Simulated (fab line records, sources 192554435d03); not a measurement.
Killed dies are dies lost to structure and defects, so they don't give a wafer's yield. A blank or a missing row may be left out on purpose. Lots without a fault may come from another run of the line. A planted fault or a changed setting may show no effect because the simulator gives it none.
Chamber matching | flow n5_finfet | N5_BEOL_M0_CUTY_DESCUM_61 on rie_diel-05: 4 sister chambers
The step chemistry O2, time 7.9 s. 20 wafers are shown with their chamber, then 10 later ones without.

WAFERS WITH THEIR CHAMBER
wafer  | chamber | drypump_motor_current_A (A) | throttle_valve_pct (%) | oes_product_au (a.u.)
L078.3 | 3       | 4.6                         | 20.51                  | 0.85
L078.4 | 0       | 6.2                         | 20.79                  | 0.84
L078.5 | 1       | 5.6                         | 20.43                  | 0.85
L074.1 | 2       | 5.6                         | 20.36                  | 0.91
L074.5 | 3       | 4.6                         | 20.52                  | 0.86
L074.6 | 2       | 5.6                         | 20.36                  | 0.91
L080.1 | 3       | 4.6                         | 20.52                  | 0.85
L080.3 | 0       | 6.2                         | 20.77                  | 0.84
L080.6 | 2       | 5.6                         | 20.37                  | 0.91
L082.1 | 3       | 4.6                         | 20.53                  | 0.84
L082.2 | 2       | 5.6                         | 20.38                  | 0.89
L082.4 | 3       | 4.6                         | 20.53                  | 0.86
L083.1 | 3       | 4.6                         | 20.52                  | 0.84
L083.2 | 2       | 5.6                         | 20.38                  | 0.89
L083.4 | 1       | 5.7                         | 20.42                  | 0.85
L084.1 | 3       | 4.6                         | 20.53                  | 0.84
L084.2 | 0       | 6.2                         | 20.78                  | 0.84
L084.6 | 0       | 6.2                         | 20.76                  | 0.84
L088.2 | 0       | 6.2                         | 20.80                  | 0.84
L088.3 | 1       | 5.7                         | 20.44                  | 0.85

SIGNATURES (means of the wafers above)
reading                 | chamber 0 | chamber 1 | chamber 2 | chamber 3 | scatter within a chamber
drypump_motor_current_A | 6.200     | 5.667     | 5.600     | 4.600     | 0.0204
throttle_valve_pct      | 20.7800   | 20.4300   | 20.3700   | 20.5229   | 0.011
oes_product_au          | 0.8400    | 0.8500    | 0.9020    | 0.8486    | 0.00777
Rule: a wafer's distance from a chamber is the root of the sum, over the readings, of the square of ((its reading less the chamber's mean) divided by the reading's scatter). The wafer belongs to the nearest chamber; if the next one is less than 2 further off, it can't be placed. The scatter: the root of (the sum of the squares of (reading less its chamber's mean) over the shown wafers, divided by (wafers less chambers)).

WAFERS WITHOUT THEIR CHAMBER
wafer  | drypump_motor_current_A (A) | throttle_valve_pct (%) | oes_product_au (a.u.)
L088.5 | 5.5                         | 20.41                  | 0.87
L089.2 | 4.6                         | 20.56                  | 0.84
L089.3 | 6.1                         | 20.79                  | 0.85
L089.4 | 5.6                         | 20.39                  | 0.87
L093.1 | 4.6                         | 20.56                  | 0.81
L093.2 | 6.1                         | 20.80                  | 0.82
L093.4 | 5.6                         | 20.45                  | 0.83
L096.2 | 6.2                         | 20.80                  | 0.82
L096.3 | 5.6                         | 20.39                  | 0.86
L096.4 | 4.6                         | 20.59                  | 0.81

WHICH CHAMBER EACH WENT THROUGH
wafer  | from the rows above     | in truth
L088.5 | can't be placed: 2 or 1 | 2
L089.2 | 3                       | 3
L089.3 | 0                       | 0
L089.4 | can't be placed: 2 or 1 | 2
L093.1 | 3                       | 3
L093.2 | 0                       | 0
L093.4 | 1                       | 1
L096.2 | 0                       | 0
L096.3 | can't be placed: 1 or 2 | 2
L096.4 | 3                       | 3
Placed correctly: 7 of 10. Can't be placed from these rows: 3 (the true chamber is among the candidates in 3). Placed wrongly: 0.
